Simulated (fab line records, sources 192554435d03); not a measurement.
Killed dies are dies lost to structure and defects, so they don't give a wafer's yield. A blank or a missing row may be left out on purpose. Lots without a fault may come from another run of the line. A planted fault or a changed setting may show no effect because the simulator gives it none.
fab line records | flow n5_finfet
record lots=9 wafers=27 last_day=17
route steps=1938 shown HKMG_FIN@402 BEOL_M4@1111 PASSIVATION@1936
lots that met no fault: from a run of the same line without faults
start_h: hours from the record's first day to the start of the lot's first wafer shown | wait_h: hours since the lot's step before | " the same as in the row above | L1.1+2: a row that stands for several wafers | - no value, or no start given | * or withheld: withheld | < > ~ a bound
route shown NAME@n: a module of which the file shows steps, and the number in the route of the first | usual: mean/standard deviation of fault-free wafers | same: alike in all rows | chamber/n: place in a boat | sites: the reading at each site | _std_site: their standard deviation | _edge_site: outer sites' mean less inner sites' | radius_mm: how far each site lies from the wafer's centre | mask NAME#n: copy n | behind: the tool/chamber that last shaped the wafer | hold: why the lot was held/for how many hours/how that ended | device: the transistor (n, p or np) that didn't switch | end of line: the same wafers' tests at the end of the route | a step without rows: its recipe alone | killed: dies lost to structure and defects at the first sort, not the wafer's yield | map: a wafer's dies, x killed, . not, _ none there
set.NAME: the setting as run; set.NAME@STEP: as run at that earlier step | model.NAME: the simulator's own value behind a step, which no gauge read
steps of the route over a sample of lots; a table a step, a row a wafer
services: from which hour (start_h, from the record's first day; less than 0 if before it) a tool's chamber was out of use, for how many hours, and why
## steps
# step N5_HKMG_FIN_ETCH_54
# recipe chemistry=CF4 target=SiARC target_depth_a=455 mask_material=CAR-ArF time_s=75.8 ion_energy_ev=80 pressure_mtorr=40 source_w=545 bias_w=36 Ar_flow_sccm=100 cf4_flow_sccm=100 ends=cleared
# usual drypump_motor_current_A=5.8/0.35 etch_rf_on_time_s=75.5/1.5 oes_product_au=0.67/0.073 rf_vpp_V=184.1/1.2 showerhead_plenum_p_Torr=2.14/0.076 throttle_valve_pct=15.55/0.18
# columns lot.wafer tool chamber start_h wait_h drypump_motor_current_A etch_rf_on_time_s oes_product_au rf_hours_counter_h rf_vpp_V showerhead_plenum_p_Torr throttle_valve_pct
L613.2 rie_diel-02 1 78.00 0.0 5.6 73.6 0.62 196 182.4 2.04 15.64
L613.5 " 1 " " 5.6 73.4 0.62 - 181.9 2.04 15.65
L613.6 " 2 " " 5.9 74.6 0.66 - 182.8 2.06 15.56
L614.3 rie_diel-04 2 85.83 0.0 6.3 76.0 0.61 210 186.2 2.12 15.75
L614.4 " 1 " " 5.7 75.9 0.66 - 184.6 2.23 15.50
L614.5 " 2 " " 6.3 76.3 0.61 - 184.9 2.12 15.75
L616.2 rie_diel-02 1 98.83 0.0 5.6 73.5 0.61 203 183.9 2.04 15.67
L616.3 " 3 " " 6.3 78.1 0.61 177 185.7 2.21 15.37
L616.4 " 3 " " 6.3 77.5 0.61 - 183.5 2.21 15.37
L623.3 rie_diel-02 2 138.71 0.0 5.9 75.3 0.65 155 183.3 2.05 15.62
L623.5 " 1 " " 5.6 73.0 0.61 - 182.6 2.03 15.68
L623.6 " 0 " " 5.9 73.2 0.78 - 184.6 2.18 15.37
L625.1 rie_diel-02 2 152.38 0.0 5.9 76.1 0.64 160 182.4 2.05 15.64
L625.3 " 0 " " 5.9 74.8 0.76 43 183.7 2.18 15.40
L625.6 " 0 " " 5.9 75.1 0.77 - 184.2 2.18 15.39
L628.3 rie_diel-04 1 174.17 0.0 5.7 76.3 0.64 174 184.1 2.22 15.54
L628.4 " 0 " " 5.5 75.2 0.78 22 186.2 2.29 15.29
L628.6 " 3 " " 5.5 75.3 0.71 - 183.7 2.08 15.40
L630.2 rie_diel-04 2 185.36 0.0 6.3 75.5 0.60 241 184.5 2.11 15.82
L630.3 " 1 " " 5.7 76.0 0.64 178 184.4 2.22 15.57
L630.4 " 3 " " 5.5 74.9 0.71 61 183.7 2.08 15.41
L633.3 rie_diel-04 2 200.17 0.0 6.3 76.3 0.60 246 183.6 2.11 15.82
L633.4 " 0 " " 5.6 74.5 0.77 30 186.3 2.28 15.32
L633.5 " 1 " " 5.7 76.2 0.64 - 186.2 2.22 15.56
L635.1 rie_diel-04 3 210.72 0.0 5.5 74.5 0.71 72 183.6 2.08 15.41
L635.3 " 0 " " 5.6 74.8 0.76 36 185.4 2.28 15.32
L635.5 " 2 " " 6.2 75.2 0.60 - 184.4 2.11 15.83
# step N5_HKMG_FIN_ETCH_55
# recipe chemistry=N2/H2 target=SOC target_depth_a=2400 temp_c=40 time_s=300 ion_energy_ev=200 mask_material=SiARC pressure_mtorr=30 source_w=840 bias_w=150 n2_flow_sccm=200 h2_flow_sccm=200
# usual drypump_motor_current_A=5.8/0.36 oes_product_au=0.78/0.088 rf_vpp_V=523.7/2.7 showerhead_plenum_p_Torr=2.54/0.088 throttle_valve_pct=17.78/0.19
# columns lot.wafer tool chamber start_h wait_h drypump_motor_current_A oes_product_au rf_hours_counter_h rf_vpp_V showerhead_plenum_p_Torr throttle_valve_pct
L613.2 rie_diel-02 1 78.06 0.0 5.6 0.73 196 520.0 2.41 17.76
L613.5 " 1 " " 5.6 0.72 - 519.6 2.41 17.75
L613.6 " 2 " " 5.9 0.79 - 522.3 2.47 17.95
L614.3 rie_diel-04 2 85.89 0.0 6.3 0.72 210 524.3 2.52 17.94
L614.4 " 1 " " 5.7 0.77 - 526.1 2.65 17.76
L614.5 " 2 " " 6.3 0.72 - 522.3 2.52 17.95
L616.2 rie_diel-02 1 98.89 0.0 5.6 0.72 203 519.5 2.41 17.75
L616.3 " 3 " " 6.3 0.72 177 526.4 2.65 17.64
L616.4 " 3 " " 6.3 0.72 - 526.2 2.65 17.63
L623.3 rie_diel-02 2 138.76 0.0 5.9 0.77 155 522.6 2.45 18.02
L623.5 " 1 " " 5.6 0.70 - 519.9 2.40 17.79
L623.6 " 0 " " 5.9 0.93 - 525.2 2.58 17.63
L625.1 rie_diel-02 2 152.43 0.0 5.9 0.75 160 521.6 2.45 18.00
L625.3 " 0 " " 5.9 0.90 43 524.7 2.58 17.64
L625.6 " 0 " " 5.9 0.91 - 524.9 2.58 17.64
L628.3 rie_diel-04 1 174.23 0.0 5.7 0.75 174 524.8 2.64 17.83
L628.4 " 0 " " 5.6 0.92 22 527.5 2.69 17.37
L628.6 " 3 " " 5.5 0.84 - 521.4 2.47 17.66
L630.2 rie_diel-04 2 185.42 0.0 6.3 0.71 241 522.7 2.50 17.98
L630.3 " 1 " " 5.7 0.75 178 527.6 2.64 17.84
L630.4 " 3 " " 5.6 0.84 61 521.6 2.47 17.65
L633.3 rie_diel-04 2 200.23 0.0 6.3 0.70 246 522.3 2.50 18.00
L633.4 " 0 " " 5.5 0.91 30 527.2 2.69 17.37
L633.5 " 1 " " 5.7 0.74 - 526.5 2.64 17.83
L635.1 rie_diel-04 3 210.77 0.0 5.5 0.83 72 524.0 2.46 17.70
L635.3 " 0 " " 5.5 0.90 36 528.3 2.68 17.40
L635.5 " 2 " " 6.3 0.70 - 522.7 2.50 18.02
# step N5_HKMG_FIN_CD_MEAS_12
# recipe target_cd_nm=92.8 landing_energy_ev=500 detector=se_inlens
# usual cd_nm=93.0/0.6
# columns lot.wafer tool chamber start_h wait_h cd_nm
L613.2 cd_sem-01 0 81.18 - 93.2
L613.5 " 0 " " 91.7
L613.6 " 0 " " 93.4
L614.3 cd_sem-01 0 89.11 - 94.0
L614.4 " 0 " " 93.8
L614.5 " 0 " " 93.6
L616.2 cd_sem-02 0 102.09 - 93.6
L616.3 " 0 " " 92.6
L616.4 " 0 " " 94.2
L623.3 cd_sem-02 0 142.00 - 93.7
L623.5 " 0 " " 94.0
L623.6 " 0 " " 93.7
L625.1 cd_sem-03 0 155.85 - 93.0
L625.3 " 0 " " 92.4
L625.6 " 0 " " 92.9
L628.3 cd_sem-02 0 177.46 - 91.6
L628.4 " 0 " " 92.7
L628.6 " 0 " " 92.2
L630.2 cd_sem-03 0 188.73 - 93.3
L630.3 " 0 " " 93.5
L630.4 " 0 " " 93.5
L633.3 cd_sem-01 0 203.40 - 92.9
L633.4 " 0 " " 92.8
L633.5 " 0 " " 93.4
L635.1 cd_sem-03 0 214.20 - 91.8
L635.3 " 0 " " 91.1
L635.5 " 0 " " 91.7
# step N5_HKMG_FIN_OVL_MEAS_13
# recipe points_per_wafer=44
# usual NWFM_OVL=-0.1/0.78
# columns lot.wafer tool chamber start_h wait_h NWFM_OVL[nm]
L613.2 overlay-01 0 81.21 0.0 0.0
L613.5 " 0 " " 0.6
L613.6 " 0 " " 0.4
L614.3 overlay-01 0 89.14 0.0 0.6
L614.4 " 0 " " 1.6
L614.5 " 0 " " 1.2
L616.2 overlay-02 0 102.12 0.0 0.1
L616.3 " 0 " " -0.2
L616.4 " 0 " " 0.1
L623.3 overlay-02 0 142.03 0.0 -0.8
L623.5 " 0 " " -1.1
L623.6 " 0 " " -0.6
L625.1 overlay-02 0 155.88 0.0 0.7
L625.3 " 0 " " -0.3
L625.6 " 0 " " 0.1
L628.3 overlay-02 0 177.49 0.0 1.3
L628.4 " 0 " " 0.8
L628.6 " 0 " " 0.1
L630.2 overlay-02 0 188.76 0.0 -0.7
L630.3 " 0 " " -0.3
L630.4 " 0 " " -0.7
L633.3 overlay-02 0 203.43 0.0 -0.9
L633.4 " 0 " " 0.9
L633.5 " 0 " " 0.2
L635.1 overlay-01 0 214.23 0.0 -1.2
L635.3 " 0 " " -1.0
L635.5 " 0 " " -0.1
# step N5_HKMG_FIN_INSPECT_14
# recipe mode=adi inspect_instrument=macro
# usual raw_defect_count=2.0/1.3
# columns lot.wafer tool chamber start_h wait_h raw_defect_count
L613.2 defect_inspect-02 - 81.23 0.0 4
L613.5 " - " " 1
L613.6 " - " " 0
L614.3 defect_inspect-02 - 89.17 0.0 1
L614.4 " - " " 4
L614.5 " - " " 3
L616.2 defect_inspect-02 - 102.14 0.0 2
L616.3 " - " " 1
L616.4 " - " " 2
L623.3 defect_inspect-02 - 142.06 0.0 >300
L623.5 " - " " >300
L623.6 " - " " >300
L625.1 defect_inspect-02 - 155.91 0.0 >300
L625.3 " - " " >300
L625.6 " - " " >300
L628.3 defect_inspect-01 - 177.51 0.0 3
L628.4 " - " " 4
L628.6 " - " " 3
L630.2 defect_inspect-02 - 188.78 0.0 0
L630.3 " - " " 2
L630.4 " - " " 3
L633.3 defect_inspect-02 - 203.46 0.0 2
L633.4 " - " " 3
L633.5 " - " " 3
L635.1 defect_inspect-02 - 214.26 0.0 1
L635.3 " - " " 3
L635.5 " - " " 1
# step N5_BEOL_M4_RC_MEAS_101
# usual DIBL_N=36.0/1.7 DIBL_P=35.8/2 IOFF_N=0.15/0.03 IOFF_P=0.20/0.037 ION_N=670/12 ION_P=460/7.2 SS_N=71.5/0.68 SS_P=73.2/0.65 VT_N=250/3.1 VT_P=-251/3.4
# columns lot.wafer tool chamber start_h wait_h DIBL_N[mV/V] DIBL_P[mV/V] IOFF_N[nA/um] IOFF_P[nA/um] ION_N[uA/um] ION_P[uA/um] SS_N[mV/dec] SS_P[mV/dec] VT_N[mV] VT_P[mV]
L613.2 prober-01 0 175.62 0.2 36.4 35.4 0.16 0.20 664 456 71.6 73.0 250 -251
L613.5 " 0 " " 34.2 31.6 0.11 0.16 655 455 70.5 72.0 256 -256
L613.6 " 0 " " 34.7 32.5 0.13 0.16 662 454 71.2 72.5 253 -257
L614.3 prober-01 0 180.80 0.3 34.3 33.3 0.12 0.16 668 456 71.9 72.0 251 -252
L614.4 " 0 " " 35.8 34.4 0.15 0.17 677 457 72.1 72.7 247 -253
L614.5 " 0 " " 36.6 34.3 0.15 0.16 646 440 72.3 72.8 252 -253
L616.2 prober-01 0 195.43 0.2 39.0 38.2 0.22 0.31 669 465 72.4 75.0 244 -240
L616.3 " 0 " " 39.3 38.9 0.23 0.33 663 463 72.1 74.9 244 -241
L616.4 " 0 " " 34.0 32.5 0.12 0.20 657 464 70.2 72.8 250 -246
L623.3 prober-01 0 243.92 0.3 36.8 34.2 0.14 0.19 658 453 71.7 73.1 256 -252
L623.5 " 0 " " 37.1 35.8 0.15 0.21 674 468 72.0 72.4 251 -251
L623.6 " 0 " " 38.4 37.2 0.17 0.24 674 468 71.9 74.4 250 -248
L625.1 prober-01 0 255.01 0.0 36.2 35.7 0.14 0.19 658 453 71.2 72.7 252 -252
L625.3 " 0 " " 35.2 35.6 0.14 0.20 684 470 71.1 73.4 250 -250
L625.6 " 0 " " 35.0 34.7 0.12 0.18 655 460 70.1 72.7 254 -251
L628.3 prober-01 0 266.22 0.3 36.8 35.9 0.17 0.19 682 462 71.5 73.5 247 -251
L628.4 " 0 " " 33.2 33.4 0.12 0.16 677 466 70.2 72.4 252 -254
L628.6 " 0 " " 35.1 33.8 0.14 0.16 665 451 71.2 73.3 254 -257
L630.2 prober-01 0 274.55 0.2 37.5 38.7 0.19 0.21 678 456 72.3 73.8 251 -252
L630.3 " 0 " " 34.2 34.3 0.12 0.15 670 455 71.8 73.0 255 -259
L630.4 " 0 " " 33.3 33.9 0.11 0.14 655 443 71.4 72.8 255 -259
L633.3 prober-01 0 298.28 0.3 37.4 37.8 0.17 0.21 682 463 72.0 74.5 251 -251
L633.4 " 0 " " 35.4 36.2 0.14 0.18 659 457 71.1 73.8 254 -253
L633.5 " 0 " " 34.9 35.6 0.13 0.17 657 461 71.0 73.4 253 -256
L635.1 prober-02 0 317.11 0.0 36.1 37.4 0.16 0.21 685 467 71.8 73.0 251 -252
L635.3 " 0 " " 32.9 33.9 0.12 0.17 672 457 70.4 72.3 252 -252
L635.5 " 0 " " 36.1 37.3 0.16 0.20 681 460 71.1 73.9 249 -253
# step N5_PASSIVATION_PROBE_49
# usual defect_limited_yield=91.4/1.5 killed_at_M0_to_M3=32/9.8 killed_at_M4_up=15/5.6 killed_at_contacts=12/5.4 killed_at_front_end=40/13 killed_at_other=3.0/2.1 killed_dies=102/17 killed_on_rim=14/4.4 killed_open=67/13 killed_short=32/7.1 sort_bin_5_function=5.1/0.96 sort_bin_6_memory=3.2/0.7 sort_bin_8_speed=0.0/0.3 sort_n_pass=1078/18 sort_yield_pct=91.3/1.5
# same gross_dies=1180 killed_at_back_side=0 sort_bin_4_leakage[%]=0
# columns lot.wafer tool chamber start_h wait_h defect_limited_yield[%] killed_at_M0_to_M3 killed_at_M4_up killed_at_contacts killed_at_front_end killed_at_other killed_dies killed_on_rim killed_open killed_short sort_bin_5_function[%] sort_bin_6_memory[%] sort_bin_8_speed[%] sort_n_pass sort_yield_pct[%]
L623.3 prober-02 - 352.50 0.1 85.0 10 11 26 130 0 177 32 59 22 8.1 3.6 0 1003 85.0
L623.5 prober-02 - 352.60 0.2 89.1 25 11 11 79 3 129 22 49 30 5.8 2.7 0 1051 89.1
L623.6 prober-02 - 352.65 0.3 85.5 17 14 15 124 1 171 28 39 30 8.5 3.2 0 1009 85.5
L625.1 prober-02 - 359.80 0.0 84.2 35 13 12 125 1 186 35 70 26 8.2 3.7 0 994 84.2
L625.3 prober-02 - 359.90 0.1 84.1 31 13 7 134 3 188 30 55 25 9.5 3.4 0 992 84.1
L625.6 prober-02 - 360.05 0.3 83.5 20 19 5 149 2 195 31 70 22 9.2 3.4 0 985 83.5
L628.3 prober-02 - 369.90 0.1 87.5 38 27 8 75 0 148 13 91 49 6.4 4.8 0 1032 87.5
L628.4 prober-02 - 369.95 0.2 90.5 32 11 20 46 3 112 18 74 36 5.5 3.9 0 1068 90.5
L628.6 prober-02 - 370.05 0.3 91.2 29 12 14 44 5 104 16 71 28 4.8 3.6 0 1076 91.2
L630.2 prober-01 - 370.30 0.1 90.8 26 9 11 56 6 108 17 57 50 5.7 3.3 0 1072 90.8
L630.3 prober-01 - 370.35 0.1 91.3 40 6 20 33 4 103 21 70 28 5.1 3.5 0 1077 91.3
L630.4 prober-01 - 370.40 0.2 91.7 28 15 7 42 6 98 10 63 26 5.3 2.5 0 1082 91.7
# killed by level:class
L623.3 HKMG_FIN:unspecified=89 MOL_CONTACT_COAG:geometric_particle:open=21 BEOL_M5:geometric_particle:open=6 HKMG_FIN:area_etch=6 STI_FIN_REVEAL:geometric_particle:open=5 STARTING-WAFER:geometric_particle:open=5 FIN_SAQP:geometric_particle:short=4 GATE_CUT:geometric_particle:short=4
L623.5 HKMG_FIN:unspecified=49 BEOL_M0_SAQP:geometric_particle:short=12 MOL_CONTACT_COAG:geometric_particle:open=8 GATE_CUT:geometric_particle:open=7 GATE_CUT:geometric_particle:short=6 STI_FIN_REVEAL:geometric_particle:open=5 STARTING-WAFER:geometric_particle:open=5 BEOL_M8:geometric_particle:open=3
L623.6 HKMG_FIN:unspecified=100 MOL_CONTACT_COAG:geometric_particle:open=11 GATE_CUT:geometric_particle:short=7 FIN_SAQP:geometric_particle:short=5 BEOL_M1:geometric_particle:open=5 MOL_CONTACT_COAG:geometric_particle:short=4 BEOL_M0_SAQP:geometric_particle:short=4 BEOL_M4:geometric_particle:open=4
L625.1 HKMG_FIN:unspecified=89 BEOL_M0_SAQP:geometric_particle:open=11 MOL_CONTACT_COAG:geometric_particle:open=10 BEOL_M3:geometric_particle:open=8 STI_FIN_REVEAL:geometric_particle:open=7 GATE_CUT:geometric_particle:short=7 BEOL_M0_SAQP:geometric_particle:short=7 BEOL_M4:geometric_particle:open=5
L625.3 HKMG_FIN:unspecified=107 FIN_SAQP:geometric_particle:open=10 BEOL_M3:geometric_particle:open=9 BEOL_M2:geometric_particle:open=7 MOL_CONTACT_COAG:geometric_particle:open=6 BEOL_M4:geometric_particle:open=6 BEOL_M2:geometric_particle:short=5 GATE_CUT:geometric_particle:short=4
L625.6 HKMG_FIN:unspecified=99 FIN_SAQP:geometric_particle:open=13 STI_FIN_REVEAL:geometric_particle:open=11 BEOL_M3:geometric_particle:open=8 BEOL_M4:geometric_particle:open=7 GATE_CUT:geometric_particle:short=5 GATE_CUT:geometric_particle:open=4 MOL_CONTACT_COAG:geometric_particle:open=4
L628.3 STI_FIN_REVEAL:geometric_particle:open=21 BEOL_M4:geometric_particle:open=15 FIN_SAQP:geometric_particle:short=13 FIN_SAQP:geometric_particle:open=12 BEOL_M0_SAQP:geometric_particle:open=11 BEOL_M0_SAQP:geometric_particle:short=10 STI_FIN_REVEAL:geometric_particle:short=7 HKMG_FIN:area_etch=7
L628.4 STI_FIN_REVEAL:geometric_particle:open=20 MOL_CONTACT_COAG:geometric_particle:open=11 MOL_CONTACT_COAG:geometric_particle:short=9 BEOL_M4:geometric_particle:open=9 STI_FIN_REVEAL:geometric_particle:short=8 BEOL_M0_SAQP:geometric_particle:short=8 FIN_SAQP:geometric_particle:open=5 GATE_CUT:geometric_particle:short=5
L628.6 STI_FIN_REVEAL:geometric_particle:open=25 MOL_CONTACT_COAG:geometric_particle:open=13 BEOL_M0_SAQP:geometric_particle:open=8 BEOL_M2:geometric_particle:open=8 STI_FIN_REVEAL:geometric_particle:short=6 BEOL_M4:geometric_particle:open=5 BEOL_M0_SAQP:geometric_particle:short=3 BEOL_M1:geometric_particle:open=3
L630.2 FIN_SAQP:geometric_particle:short=18 FIN_SAQP:geometric_particle:open=15 BEOL_M1:geometric_particle:open=11 MOL_CONTACT_COAG:geometric_particle:open=7 STI_FIN_REVEAL:geometric_particle:open=5 MOL_CONTACT_COAG:geometric_particle:short=4 STARTING-WAFER:geometric_particle:short=4 GATE_CUT:geometric_particle:short=3
L630.3 MOL_CONTACT_COAG:geometric_particle:open=20 BEOL_M2:geometric_particle:open=17 BEOL_M3:geometric_particle:open=6 FIN_SAQP:geometric_particle:short=5 STI_FIN_REVEAL:geometric_particle:open=5 FIN_SAQP:geometric_particle:open=4 STARTING-WAFER:geometric_particle:short=4 BEOL_M1:geometric_particle:open=4
L630.4 STI_FIN_REVEAL:geometric_particle:open=11 BEOL_M2:geometric_particle:open=8 BEOL_M0_SAQP:geometric_particle:open=7 MOL_CONTACT_COAG:geometric_particle:open=6 FIN_SAQP:geometric_particle:open=5 BEOL_M0_SAQP:geometric_particle:short=5 DUMMY_GATE:geometric_particle:open=5 HKMG_FIN:area_etch=5
## services
# columns tool chamber start_h hours kind
rie_diel-02 1 56.93 4.6 repair
rie_diel-04 2 58.03 14.0 repair
rie_diel-04 0 76.49 - clean
rie_diel-04 0 76.49 - consumable_replace:focus_ring
rie_diel-04 0 76.49 - consumable_replace:showerhead
rie_diel-04 0 76.49 19.5 scheduled_down
rie_diel-04 0 76.49 19.5 vent_cycle
rie_diel-02 0 91.45 11.1 repair
rie_diel-02 3 99.64 9.0 repair
rie_diel-02 3 117.67 8.6 repair
rie_diel-04 - 122.84 15.6 pm
## key
first_sign step=N5_HKMG_FIN_INSPECT_14 reading=raw_defect_count direction=up sigmas=99+ usual=2.0 struck=>300
effect step=N5_PASSIVATION_PROBE_49 reading=killed_at_front_end direction=up sigmas=6.6 usual=40 struck=124
more_kills_born_at N5_HKMG_FIN_ETCH_55@rie_diel-02=533
met_at N5_HKMG_FIN_ETCH_55
struck_lots L623,L625
not_acting_at N5_HKMG_FIN_ETCH_54,N5_HKMG_FIN_CD_MEAS_12,N5_HKMG_FIN_OVL_MEAS_13
onset_between 98.89 138.76
fault kind=chamber_particle_source tool=rie_diel-02 chamber=- onset_h=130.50 steps=N5_HKMG_FIN_ETCH_55 rate_per_visit_cm2=1.8832 end_h=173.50
